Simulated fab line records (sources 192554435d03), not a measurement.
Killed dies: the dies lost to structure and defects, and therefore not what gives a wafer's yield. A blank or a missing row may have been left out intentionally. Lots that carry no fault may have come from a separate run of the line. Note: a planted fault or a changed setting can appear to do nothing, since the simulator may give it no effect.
fab line records | flow n5-finfet
record: lots: 6 wafers: 17 last-day: 18
route steps=1938 shown BEOL_M13@1673 PASSIVATION@1936
lots that met no fault: taken from a fault-free run of the same line
start-h: hours from the record's first day to the start of the lot's first wafer shown | wait-h: hours from the lot's prior step to this one | " as in the row above | L1.1+2: one row covering several wafers at once | - no value, or no start was given | * or withheld: withheld | < > ~ a bound
route shown NAME@n: NAME is a module with steps in the file, n the number in the route of the first one | usual: mean and standard deviation over wafers with no fault | same: alike in all rows | chamber/n: place in a boat | sites: each site's reading | _std_site: the standard deviation of these | _edge_site: the outer-site mean with the inner-site mean subtracted | radius-mm: how far each site lies from the wafer's centre | mask NAME#n: copy n | behind: the most recent tool/chamber to have shaped the wafer | hold: why the lot was held/for how many hours/how that ended | device: the transistor (n, p or np) that didn't switch | end of line: the route-end tests of the same wafers | for a step that has no rows: nothing shown but its recipe | killed: count of dies lost to structure and defects at first sort (not the wafer's yield) | map: dies across one wafer; x = killed, . = not, _ = none there
set.NAME: setting as actually run; set.NAME@STEP: the setting as run at that earlier step | model.NAME: the simulator's own value behind a step, which no gauge read
lots at some steps of the route; a table a step, a row a wafer
services: from which hour (start-h, from the record's first day; less than 0 if before it) a tool's chamber was out of use, for how many hours, and why
== steps ==
step: N5_BEOL_M13_ETCH_59
recipe: chemistry: N2/H2 target: BARC target-depth-a: 890 overetch-a: 267 time-s: 67.9 ion-energy-ev: 200 pressure-mtorr: 30 source-w: 840 bias-w: 150 n2-flow-sccm: 200 h2-flow-sccm: 200
usual: chamber-pressure-mTorr: 30.001/0.028 drypump-motor-current-A: 5.9/0.35 oes-product-au: 0.69/0.071 rf-vpp-V: 523/3.1 showerhead-plenum-p-Torr: 2.51/0.11 throttle-valve-pct: 17.7/0.32
columns lot.wafer tool chamber start-h wait-h chamber-pressure-mTorr drypump-motor-current-A oes-product-au rf-hours-counter-h rf-vpp-V showerhead-plenum-p-Torr throttle-valve-pct
L992.1 rie-diel-04 3 251.81 0.0 30.020 5.6 0.65 141 519 2.33 17.6
L992.2 " 2 " " 30.031 6.0 0.79 14 525 2.60 17.7
L992.6 " 3 " " 29.984 5.6 0.66 - 518 2.33 17.6
L997.1 rie-diel-03 2 286.26 0.0 30.000 6.6 0.78 26 521 2.47 17.2
L997.5 " 2 " " 30.047 6.6 0.78 - 521 2.47 17.2
L997.6 " 1 " " 29.941 5.6 0.61 - 519 2.40 18.2
L102.1 rie-diel-06 1 323.08 0.0 29.976 6.2 0.70 70 521 2.47 18.0
L102.2 " 2 " " 30.028 5.9 0.74 30 525 2.60 17.7
L102.5 " 1 " " 30.009 6.2 0.71 - 523 2.47 18.0
L103.3 rie-diel-03 3 330.34 0.0 29.990 5.5 0.76 25 528 2.70 17.4
L103.5 " 3 " " 29.974 5.5 0.76 - 528 2.70 17.4
L111.2 rie-diel-04 1 370.46 0.0 29.950 6.2 0.60 227 526 2.58 17.7
L111.3 " 3 " " 30.015 5.6 0.63 175 518 2.32 17.6
L111.5 " 3 " " 29.956 5.6 0.63 - 517 2.32 17.6
L112.2 rie-diel-03 3 391.05 0.0 29.970 5.5 0.73 43 529 2.69 17.4
L112.3 " 2 " " 30.014 6.5 0.73 58 523 2.46 17.3
L112.5 " 2 " " 29.953 6.5 0.73 - 523 2.46 17.3
step: N5_BEOL_M13_VIA_ETCH_16
recipe: chemistry: C4F8/O2/Ar target: SiOC pressure-mtorr: 30 source-w: 3000 bias-w: 700 Ar_flow_sccm: 400 C4F8_flow_sccm: 15 O2_flow_sccm: 8 he-inner-torr: 15 he-outer-torr: 30 target-depth-a: 9217 time-s: withheld ion-energy-ev: 250 ends: cleared
usual: chamber-pressure-mTorr: 30.004/0.026 drypump-motor-current-A: 5.9/0.35 oes-product-au: 0.73/0.079 rf-vpp-V: 665/4 showerhead-plenum-p-Torr: 3.40/0.14 throttle-valve-pct: 24.15/0.27
columns lot.wafer tool chamber start-h wait-h chamber-pressure-mTorr drypump-motor-current-A oes-product-au rf-vpp-V showerhead-plenum-p-Torr throttle-valve-pct
L992.1 rie-diel-04 3 251.86 0.0 30.000 5.6 0.68 658 3.18 24.00
L992.2 " 2 " " 30.041 6.0 0.84 667 3.54 24.40
L992.6 " 3 " " 29.996 5.6 0.69 659 3.18 24.01
L997.1 rie-diel-03 2 286.34 0.1 30.037 6.5 0.82 664 3.36 23.79
L997.5 " 2 " " 29.957 6.6 0.82 664 3.36 23.78
L997.6 " 1 " " 30.032 5.6 0.64 661 3.25 24.51
L102.1 rie-diel-06 1 323.13 0.0 30.027 6.2 0.76 663 3.35 24.47
L102.2 " 2 " " 30.013 5.9 0.79 668 3.47 23.91
L102.5 " 1 " " 30.036 6.2 0.76 662 3.35 24.46
L103.3 rie-diel-03 3 330.39 0.0 29.984 5.5 0.79 672 3.65 23.88
L103.5 " 3 " " 30.009 5.5 0.80 671 3.65 23.87
L111.2 rie-diel-04 1 370.51 0.0 30.022 6.2 0.62 668 3.52 24.13
L111.3 " 3 " " 29.965 5.6 0.66 660 3.17 24.05
L111.5 " 3 " " 30.024 5.6 0.66 656 3.17 24.04
L112.2 rie-diel-03 3 391.10 0.0 30.015 5.5 0.78 672 3.64 23.92
L112.3 " 2 " " 30.041 6.6 0.77 665 3.34 23.83
L112.5 " 2 " " 29.977 6.6 0.78 663 3.34 23.81
step: N5_BEOL_M13_STRIP_63
recipe: chemistry: N2/H2 power-w: 1000 temp-c: 250 h2-frac: 0.65 overash-fraction: 0.3 pressure-mtorr: 1000 n2-flow-sccm: 1750 h2-flow-sccm: 3250
usual: chamber-pressure-mTorr: 1000.0/0.86 drypump-motor-current-A: 5.6/0.3 heater-power-w: 357/11 oes-product-au: 0.674/0.005 strip-time-to-endpoint-s: 28.2/1.3
same: overash-fraction: 0.3
columns lot.wafer tool chamber start-h wait-h chamber-pressure-mTorr drypump-motor-current-A heater-power-w oes-product-au rf-hours-counter-h strip-time-to-endpoint-s
L992.1 plasma-asher-02 1 252.11 - 999.7 6.1 359 0.678 69 29.6
L992.2 " 0 " " 1001.2 5.7 337 0.684 69 29.4
L992.6 " 0 " " 998.8 5.7 340 0.670 - 26.7
L997.1 plasma-asher-01 0 286.68 - 999.9 5.3 369 0.678 121 28.2
L997.5 " 1 " " 1001.1 5.5 360 0.675 - 27.4
L997.6 " 0 " " 999.7 5.3 371 0.672 - 25.7
L102.1 plasma-asher-01 0 323.36 - 1001.0 5.2 360 0.668 129 28.5
L102.2 " 1 " " 999.3 5.5 350 0.676 129 30.6
L102.5 " 0 " " 1000.9 5.3 359 0.671 - 26.7
L103.3 plasma-asher-01 1 330.85 - 1001.4 5.5 354 0.676 - 28.8
L103.5 " 0 " " 999.5 5.3 375 0.677 - 28.1
L111.2 plasma-asher-01 0 370.75 - 999.5 5.3 360 0.677 137 31.6
L111.3 " 1 " " 998.7 5.5 372 0.680 - 28.6
L111.5 " 0 " " 998.5 5.3 374 0.673 - 27.0
L112.2 plasma-asher-02 0 391.34 - 1000.6 5.7 344 0.675 99 29.5
L112.3 " 0 " " 1001.1 5.7 346 0.679 - 30.7
L112.5 " 0 " " 1000.9 5.7 341 0.679 - 26.8
step: N5_BEOL_M13_STRIP_64
recipe: chemistry: N2/H2 power-w: 1000 temp-c: 250 h2-frac: 0.65 overash-fraction: 0.3 pressure-mtorr: withheld n2-flow-sccm: 1750 h2-flow-sccm: 3250
usual: drypump-motor-current-A: 5.59/0.3 heater-power-w: 356/10 oes-product-au: 0.715/0.0042 strip-time-to-endpoint-s: 31.30/0.069
same: overash-fraction: 0.3
columns lot.wafer tool chamber start-h wait-h drypump-motor-current-A heater-power-w oes-product-au rf-hours-counter-h strip-time-to-endpoint-s
L992.1 plasma-asher-02 1 252.17 0.0 6.13 342 0.715 69 31.32
L992.2 " 0 " " 5.73 335 0.714 69 31.33
L992.6 " 0 " " 5.73 347 0.720 - 31.26
L997.1 plasma-asher-01 0 286.74 0.0 5.32 367 0.718 121 31.30
L997.5 " 1 " " 5.48 359 0.717 - 31.39
L997.6 " 0 " " 5.28 362 0.723 - 31.32
L102.1 plasma-asher-01 0 323.42 0.0 5.30 364 0.721 129 31.33
L102.2 " 1 " " 5.46 356 0.726 129 31.27
L102.5 " 0 " " 5.29 375 0.718 - 31.29
L103.3 plasma-asher-01 1 330.91 0.0 5.49 359 0.721 - 31.58
L103.5 " 0 " " 5.30 361 0.709 - 31.48
L111.2 plasma-asher-01 0 370.81 0.0 5.28 370 0.717 137 31.29
L111.3 " 1 " " 5.47 366 0.714 - 31.33
L111.5 " 0 " " 5.29 357 0.720 - 31.31
L112.2 plasma-asher-02 0 391.40 0.0 5.74 333 0.717 99 31.26
L112.3 " 0 " " 5.74 342 0.721 - 31.24
L112.5 " 0 " " 5.72 339 0.715 - 31.22
step: N5_BEOL_M13_STRIP_71
recipe: chemistry: post-etch-residue-remover time-s: 60 temp-c: 25 remover-ph: withheld remover-water-wt-pct: withheld remover-fluoride-wt-pct: withheld
step: N5_BEOL_M13_SRD_72
recipe: time-s: 30 temp-c: 23 rinse-liquid: diw dry: n2-spin spin-rpm: 1500 dry-time-s: 30
step: N5_BEOL_M13_CD_MEAS_17
recipe: target-cd-nm: 190 polarity: opening
usual: cd-nm: 190.0/1.9
columns lot.wafer tool chamber start-h wait-h cd-nm
L992.1 cd-sem-02 - 252.31 0.0 189.8
L992.2 " - " " 189.0
L992.6 " - " " 192.1
L997.1 cd-sem-01 - 286.89 0.0 190.5
L997.5 " - " " 190.0
L997.6 " - " " 189.4
L102.1 cd-sem-01 - 323.57 0.0 192.0
L102.2 " - " " 188.9
L102.5 " - " " 189.6
L103.3 cd-sem-01 - 331.04 0.0 192.4
L103.5 " - " " 192.8
L111.2 cd-sem-03 - 370.96 0.0 190.2
L111.3 " - " " 189.8
L111.5 " - " " 190.8
L112.2 cd-sem-02 - 391.55 0.0 189.7
L112.3 " - " " 188.1
L112.5 " - " " 189.3
step: N5_BEOL_M13_COAT_65
recipe: resist: SOC temp-c: 250 time-s: 60 spin-rpm: 1500 resist-thk-nm: 350
step: N5_BEOL_M13_COAT_66
recipe: resist: SiARC temp-c: 220 time-s: 60 spin-rpm: 1500 resist-thk-nm: 110
step: N5_BEOL_M13_COAT_22
recipe: spin-rpm: 2888 resist-thk-nm: 300
step: N5_BEOL_M13_EBR_24
recipe: solvent: PGMEA ebr-width-mm: 1.5
step: N5_BEOL_M13_SOFTBAKE_23
recipe: temp-c: 130 time-s: 60
step: N5_BEOL_M13_EXPOSE_25
recipe: mask-id: M13 na: 0.93 source-shape: conventional sigma-outer: 0.4 polarization: unpolarized target-cd-nm: 210 dose-mj: 22
usual: exposure-dose-mJ-cm2: 21.983/0.021 stage-vel-mm-s: 500.02/0.26
columns lot.wafer tool chamber start-h wait-h mask exposure-dose-mJ-cm2 stage-vel-mm-s
L992.1 krf-scanner-02 0 252.59 - M13#0 21.973 500.16
L992.2 " 0 " " M13#0 21.989 500.07
L992.6 " 0 " " M13#0 22.006 500.12
L997.1 krf-scanner-01 0 287.04 - M13#0 21.936 499.75
L997.5 " 0 " " M13#0 21.966 499.77
L997.6 " 0 " " M13#0 21.967 500.17
L102.1 krf-scanner-01 0 323.72 - M13#0 21.796 499.66
L102.2 " 0 " " M13#0 21.826 499.77
L102.5 " 0 " " M13#0 21.817 499.78
L103.3 krf-scanner-01 0 331.20 - M13#0 21.885 499.91
L103.5 " 0 " " M13#0 21.874 500.34
L111.2 krf-scanner-02 0 371.24 - M13#0 22.011 499.83
L111.3 " 0 " " M13#0 21.987 500.09
L111.5 " 0 " " M13#0 21.984 499.76
L112.2 krf-scanner-02 0 391.83 - M13#0 22.019 500.13
L112.3 " 0 " " M13#0 22.019 499.71
L112.5 " 0 " " M13#0 22.006 500.17
step: N5_BEOL_M13_PEB_26
recipe: peb-temp-c: 130 peb-time-s: 90
step: N5_PASSIVATION_PROBE_49
usual: defect-limited-yield: 90.9/1.6 killed_at_M0_to_M3: 34/10 killed_at_M4_up: 13/5.4 killed-at-contacts: 13/6 killed-at-front-end: 42/13 killed-at-other: 4/3.2 killed-dies: 107/18 killed-open: 69/14 killed-short: 35/7.7 sort_bin_4_leakage: 0.02/0.17 sort_bin_5_function: 5.3/1 sort_bin_6_memory: 3.3/0.75 sort_bin_8_speed: 0.00/0.015 sort-n-pass: 1073/19 sort-yield-pct: 90.9/1.6
same: gross-dies: 1180 killed-at-back-side: 0
columns lot.wafer tool chamber start-h wait-h defect-limited-yield[%] killed_at_M0_to_M3 killed_at_M4_up killed-at-contacts killed-at-front-end killed-at-other killed-dies killed-open killed-short sort_bin_4_leakage[%] sort_bin_5_function[%] sort_bin_6_memory[%] sort_bin_8_speed[%] sort-n-pass sort-yield-pct[%]
L997.1 prober-02 - 315.58 0.0 91.2 36 13 15 40 0 104 71 29 0 6.0 2.6 0 1076 91.2
L997.5 prober-02 - 315.78 0.2 90.8 29 7 15 55 3 109 77 30 0 6.1 3.0 0 1071 90.8
L997.6 prober-02 - 315.83 0.3 90.7 28 4 13 64 1 110 76 29 0 6.4 2.5 0 1070 90.7
L102.1 prober-01 - 353.28 0.0 89.7 40 16 7 53 5 121 63 50 0 6.0 3.6 0 1059 89.7
L102.2 prober-01 - 353.33 0.1 87.5 44 14 23 63 3 147 102 37 0 7.0 5.1 0 1033 87.5
L102.5 prober-01 - 353.48 0.2 89.4 43 14 13 50 5 125 81 39 0 5.6 4.7 0 1055 89.4
L112.2 prober-01 - 424.73 0.1 90.8 41 14 16 32 6 109 71 36 0 5.5 3.5 0 1071 90.8
L112.3 prober-01 - 424.78 0.1 91.3 45 12 9 34 3 103 70 28 0 5.3 3.1 0 1077 91.3
L112.5 prober-01 - 424.88 0.2 90.5 53 7 17 34 1 112 75 31 0 5.6 3.6 0 1068 90.5
killed by level:class
L997.1 STI_FIN_REVEAL:geometric-particle:open=16 MOL_CONTACT_COAG:geometric-particle:open=12 BEOL_M0_SAQP:geometric-particle:open=12 BEOL_M1:geometric-particle:open=7 FIN_SAQP:geometric-particle:short=5 BEOL_M4:geometric-particle:open=5 BEOL_M0_SAQP:geometric-particle:short=5 DUMMY_GATE:geometric-particle:open=4
L997.5 FIN_SAQP:geometric-particle:open=15 STI_FIN_REVEAL:geometric-particle:open=12 MOL_CONTACT_COAG:geometric-particle:open=11 FIN_SAQP:geometric-particle:short=9 BEOL_M2:geometric-particle:open=8 DUMMY_GATE:geometric-particle:open=6 BEOL_M1:geometric-particle:open=6 MOL_CONTACT_COAG:geometric-particle:short=4
L997.6 STI_FIN_REVEAL:geometric-particle:open=16 FIN_SAQP:geometric-particle:open=14 DUMMY_GATE:geometric-particle:open=8 FIN_SAQP:geometric-particle:short=7 MOL_CONTACT_COAG:geometric-particle:open=7 BEOL_M3:geometric-particle:open=7 MOL_CONTACT_COAG:geometric-particle:short=6 BEOL_M1:geometric-particle:open=6
L102.1 BEOL_M0_SAQP:geometric-particle:short=14 BEOL_M4:geometric-particle:open=9 DUMMY_GATE:geometric-particle:open=8 FIN_SAQP:geometric-particle:short=7 BEOL_M3:geometric-particle:open=7 GATE_CUT:geometric-particle:short=6 BEOL_M0_SAQP:geometric-particle:open=6 FIN_SAQP:geometric-particle:open=5
L102.2 MOL_CONTACT_COAG:geometric-particle:open=19 FIN_SAQP:geometric-particle:open=18 STI_FIN_REVEAL:geometric-particle:open=15 BEOL_M1:geometric-particle:open=10 BEOL_M0_SAQP:geometric-particle:short=10 BEOL_M0_SAQP:geometric-particle:open=7 BEOL_M3:geometric-particle:open=7 BEOL_M4:geometric-particle:open=7
L102.5 FIN_SAQP:geometric-particle:open=11 FIN_SAQP:geometric-particle:short=10 MOL_CONTACT_COAG:geometric-particle:open=10 BEOL_M2:geometric-particle:open=9 BEOL_M3:geometric-particle:open=8 BEOL_M0_SAQP:geometric-particle:open=7 BEOL_M1:geometric-particle:open=6 DUMMY_GATE:geometric-particle:open=5
L112.2 MOL_CONTACT_COAG:geometric-particle:open=15 BEOL_M0_SAQP:geometric-particle:open=12 BEOL_M4:geometric-particle:open=9 BEOL_M0_SAQP:geometric-particle:short=9 STI_FIN_REVEAL:geometric-particle:open=7 BEOL_M2:geometric-particle:open=7 ILD0:geometric-particle:short=5 PASS1_CAP:geometric-particle:open=4
L112.3 BEOL_M2:geometric-particle:open=14 STI_FIN_REVEAL:geometric-particle:open=9 BEOL_M0_SAQP:geometric-particle:open=9 BEOL_M4:geometric-particle:open=9 BEOL_M0_SAQP:geometric-particle:short=7 MOL_CONTACT_COAG:geometric-particle:open=6 FIN_SAQP:geometric-particle:short=4 BEOL_M0:geometric-particle:open=4
L112.5 BEOL_M0_SAQP:geometric-particle:open=17 BEOL_M2:geometric-particle:open=16 MOL_CONTACT_COAG:geometric-particle:open=12 BEOL_M0_SAQP:geometric-particle:short=10 STI_FIN_REVEAL:geometric-particle:open=8 FIN_SAQP:geometric-particle:short=5 MOL_CONTACT_COAG:geometric-particle:short=5 BEOL_M1:geometric-particle:open=4
== services ==
columns tool chamber start-h hours kind
krf-scanner-02 - 231.76 3.6 pm
plasma-asher-02 - 234.31 14.6 pm
rie-diel-04 0 250.43 17.9 repair
plasma-asher-01 - 262.98 1.9 repair
rie-diel-03 - 267.61 2.8 pm
krf-scanner-02 - 269.88 1.3 pm
rie-diel-03 3 285.89 4.9 repair
krf-scanner-01 - 295.11 0.8 pm
krf-scanner-01 - 298.95 1.0 pm
plasma-asher-02 - 307.67 2.7 repair
krf-scanner-01 - 311.60 0.4 repair
rie-diel-06 - 318.79 1.1 repair
plasma-asher-01 - 333.79 1.1 repair
plasma-asher-01 - 337.09 4.3 pm
rie-diel-04 0 341.79 8.0 repair
plasma-asher-02 - 352.86 2.5 repair
krf-scanner-02 - 358.89 0.7 repair
krf-scanner-02 - 363.26 4.0 pm
rie-diel-06 0 366.77 5.4 repair
krf-scanner-02 - 373.05 0.8 pm
plasma-asher-02 - 374.27 4.3 pm
krf-scanner-01 - 375.55 3.0 pm
krf-scanner-01 - 378.67 1.3 pm
rie-diel-04 0 391.03 6.1 repair
== key ==
first-sign: step: N5_BEOL_M13_EXPOSE_25 reading: exposure-dose-mJ-cm2 direction: down sigmas: 6.8 usual: 21.983 struck: 21.840
effect none on later readings
met-at N5_BEOL_M13_EXPOSE_25
struck-wafers L102.1,L102.2,L102.5,L103.3,L103.5
loop-trim: step: N5_BEOL_M13_EXPOSE_25 setting: dose lots: L102,L103
baseline-loss: step: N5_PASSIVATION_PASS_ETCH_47 wafers: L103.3
onset-between 287.04 323.72
earlier-fault: kind: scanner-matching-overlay tool: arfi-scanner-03 chamber: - onset-h: 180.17 steps: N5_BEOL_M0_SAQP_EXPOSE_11 offset: 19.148
fault: kind: process-parameter-drift tool: krf-scanner-01 chamber: - onset-h: 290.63 steps: N5_BEOL_M13_EXPOSE_25 channel: dose-mj offset: -0.34841 shape: step acts-in: these-recipes-only stated: 22
loop-trim: a control loop set the setting to another value than it would have without faults
baseline-loss: these wafers lose ten dies or more at that step, a loss of the line's own and not of a fault; the sort's usual values leave them out
